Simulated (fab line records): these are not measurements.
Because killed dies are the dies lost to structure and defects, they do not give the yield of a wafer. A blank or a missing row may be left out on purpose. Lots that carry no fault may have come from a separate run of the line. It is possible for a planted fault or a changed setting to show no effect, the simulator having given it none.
Chamber matching / flow nand-harc / NHARC_P_M2_ETCH_35 on rie-diel-04: 4 sister chambers
The step etches the open film in N2/H2, target depth 40 nm, overetch 12 nm, time 43.94 s. 36 wafers are shown with their chamber, then 12 later ones without.

== EACH WAFER AND ITS CHAMBER ==
wafer=L075.1; chamber=0; drypump-motor-current-A (A)=6.3; rf-vpp-V (V)=427.0; oes-product-au (a.u.)=1.013
wafer=L075.4; chamber=3; drypump-motor-current-A (A)=6.0; rf-vpp-V (V)=429.6; oes-product-au (a.u.)=0.998
wafer=L075.6; chamber=1; drypump-motor-current-A (A)=5.6; rf-vpp-V (V)=429.9; oes-product-au (a.u.)=0.996
wafer=L074.1; chamber=0; drypump-motor-current-A (A)=6.3; rf-vpp-V (V)=426.8; oes-product-au (a.u.)=1.008
wafer=L074.2; chamber=1; drypump-motor-current-A (A)=5.6; rf-vpp-V (V)=429.9; oes-product-au (a.u.)=0.985
wafer=L074.4; chamber=0; drypump-motor-current-A (A)=6.3; rf-vpp-V (V)=428.3; oes-product-au (a.u.)=0.998
wafer=L077.4; chamber=3; drypump-motor-current-A (A)=6.0; rf-vpp-V (V)=430.9; oes-product-au (a.u.)=1.008
wafer=L077.5; chamber=0; drypump-motor-current-A (A)=6.3; rf-vpp-V (V)=427.7; oes-product-au (a.u.)=0.999
wafer=L077.6; chamber=3; drypump-motor-current-A (A)=6.0; rf-vpp-V (V)=428.9; oes-product-au (a.u.)=1.012
wafer=L078.2; chamber=3; drypump-motor-current-A (A)=6.0; rf-vpp-V (V)=429.2; oes-product-au (a.u.)=1.018
wafer=L078.4; chamber=2; drypump-motor-current-A (A)=5.5; rf-vpp-V (V)=427.1; oes-product-au (a.u.)=0.982
wafer=L078.6; chamber=2; drypump-motor-current-A (A)=5.5; rf-vpp-V (V)=426.4; oes-product-au (a.u.)=0.987
wafer=L080.3; chamber=2; drypump-motor-current-A (A)=5.4; rf-vpp-V (V)=427.3; oes-product-au (a.u.)=0.974
wafer=L080.4; chamber=3; drypump-motor-current-A (A)=6.0; rf-vpp-V (V)=430.8; oes-product-au (a.u.)=1.018
wafer=L080.6; chamber=0; drypump-motor-current-A (A)=6.3; rf-vpp-V (V)=427.9; oes-product-au (a.u.)=0.996
wafer=L081.1; chamber=0; drypump-motor-current-A (A)=6.3; rf-vpp-V (V)=427.6; oes-product-au (a.u.)=1.000
wafer=L081.4; chamber=2; drypump-motor-current-A (A)=5.5; rf-vpp-V (V)=427.1; oes-product-au (a.u.)=0.989
wafer=L081.5; chamber=1; drypump-motor-current-A (A)=5.6; rf-vpp-V (V)=430.4; oes-product-au (a.u.)=0.993
wafer=L082.1; chamber=1; drypump-motor-current-A (A)=5.6; rf-vpp-V (V)=431.0; oes-product-au (a.u.)=0.981
wafer=L082.5; chamber=3; drypump-motor-current-A (A)=6.0; rf-vpp-V (V)=428.1; oes-product-au (a.u.)=1.013
wafer=L082.6; chamber=2; drypump-motor-current-A (A)=5.4; rf-vpp-V (V)=427.9; oes-product-au (a.u.)=0.974
wafer=L083.3; chamber=3; drypump-motor-current-A (A)=6.0; rf-vpp-V (V)=429.5; oes-product-au (a.u.)=1.022
wafer=L083.4; chamber=1; drypump-motor-current-A (A)=5.6; rf-vpp-V (V)=430.9; oes-product-au (a.u.)=0.987
wafer=L083.5; chamber=3; drypump-motor-current-A (A)=6.0; rf-vpp-V (V)=430.2; oes-product-au (a.u.)=1.016
wafer=L087.2; chamber=3; drypump-motor-current-A (A)=6.0; rf-vpp-V (V)=429.5; oes-product-au (a.u.)=1.019
wafer=L087.5; chamber=3; drypump-motor-current-A (A)=5.9; rf-vpp-V (V)=429.2; oes-product-au (a.u.)=1.020
wafer=L087.6; chamber=2; drypump-motor-current-A (A)=5.5; rf-vpp-V (V)=426.4; oes-product-au (a.u.)=1.000
wafer=L086.2; chamber=3; drypump-motor-current-A (A)=6.0; rf-vpp-V (V)=429.0; oes-product-au (a.u.)=1.019
wafer=L086.5; chamber=0; drypump-motor-current-A (A)=6.3; rf-vpp-V (V)=429.3; oes-product-au (a.u.)=1.009
wafer=L086.6; chamber=1; drypump-motor-current-A (A)=5.6; rf-vpp-V (V)=429.6; oes-product-au (a.u.)=0.989
wafer=L089.1; chamber=2; drypump-motor-current-A (A)=5.5; rf-vpp-V (V)=426.5; oes-product-au (a.u.)=0.987
wafer=L089.4; chamber=0; drypump-motor-current-A (A)=6.3; rf-vpp-V (V)=428.1; oes-product-au (a.u.)=1.001
wafer=L089.5; chamber=3; drypump-motor-current-A (A)=6.0; rf-vpp-V (V)=429.1; oes-product-au (a.u.)=1.016
wafer=L091.3; chamber=3; drypump-motor-current-A (A)=5.9; rf-vpp-V (V)=430.3; oes-product-au (a.u.)=1.016
wafer=L091.4; chamber=0; drypump-motor-current-A (A)=6.3; rf-vpp-V (V)=427.2; oes-product-au (a.u.)=1.000
wafer=L091.5; chamber=3; drypump-motor-current-A (A)=6.0; rf-vpp-V (V)=429.9; oes-product-au (a.u.)=1.004

SIGNATURES (averages over the wafers above)
reading=drypump-motor-current-A; chamber 0=6.300; chamber 1=5.600; chamber 2=5.471; chamber 3=5.986; scatter within a chamber=0.0313
reading=rf-vpp-V; chamber 0=427.767; chamber 1=430.283; chamber 2=426.957; chamber 3=429.586; scatter within a chamber=0.706
reading=oes-product-au; chamber 0=1.00267; chamber 1=0.98850; chamber 2=0.98471; chamber 3=1.01421; scatter within a chamber=0.00687
Rule: a wafer lies at a distance from a chamber equal to the root of the sum of squares, over the readings, of (its reading less the chamber's mean, divided by the reading's scatter). The wafer belongs to the nearest chamber; if the next one is less than 2 further off, it can't be placed. The scatter: take each reading less its chamber's mean, square it, sum over the shown wafers, divide by the number of wafers less the number of chambers, and take the root.

== WAFERS MISSING THEIR CHAMBER ==
wafer=L093.3; drypump-motor-current-A (A)=5.5; rf-vpp-V (V)=427.5; oes-product-au (a.u.)=0.977
wafer=L093.5; drypump-motor-current-A (A)=5.5; rf-vpp-V (V)=426.4; oes-product-au (a.u.)=0.997
wafer=L093.6; drypump-motor-current-A (A)=6.0; rf-vpp-V (V)=429.1; oes-product-au (a.u.)=1.004
wafer=L094.2; drypump-motor-current-A (A)=6.2; rf-vpp-V (V)=429.0; oes-product-au (a.u.)=1.004
wafer=L094.3; drypump-motor-current-A (A)=5.5; rf-vpp-V (V)=426.1; oes-product-au (a.u.)=0.982
wafer=L094.4; drypump-motor-current-A (A)=5.6; rf-vpp-V (V)=428.5; oes-product-au (a.u.)=1.000
wafer=L095.3; drypump-motor-current-A (A)=6.3; rf-vpp-V (V)=428.3; oes-product-au (a.u.)=1.012
wafer=L095.4; drypump-motor-current-A (A)=5.4; rf-vpp-V (V)=425.7; oes-product-au (a.u.)=0.987
wafer=L095.6; drypump-motor-current-A (A)=5.4; rf-vpp-V (V)=426.2; oes-product-au (a.u.)=0.974
wafer=L096.3; drypump-motor-current-A (A)=5.6; rf-vpp-V (V)=429.9; oes-product-au (a.u.)=0.994
wafer=L096.4; drypump-motor-current-A (A)=6.3; rf-vpp-V (V)=429.6; oes-product-au (a.u.)=1.005
wafer=L096.5; drypump-motor-current-A (A)=5.6; rf-vpp-V (V)=431.1; oes-product-au (a.u.)=0.993

== WHICH CHAMBER EACH WENT THROUGH ==
wafer=L093.3; from the rows above=2; in truth=2
wafer=L093.5; from the rows above=2; in truth=2
wafer=L093.6; from the rows above=3; in truth=3
wafer=L094.2; from the rows above=0; in truth=0
wafer=L094.3; from the rows above=2; in truth=2
wafer=L094.4; from the rows above=1; in truth=1
wafer=L095.3; from the rows above=0; in truth=0
wafer=L095.4; from the rows above=2; in truth=2
wafer=L095.6; from the rows above=2; in truth=2
wafer=L096.3; from the rows above=1; in truth=1
wafer=L096.4; from the rows above=0; in truth=0
wafer=L096.5; from the rows above=1; in truth=1
12 of 12 placed correctly. Can't be placed from these rows: 0. Number placed wrongly: 0.
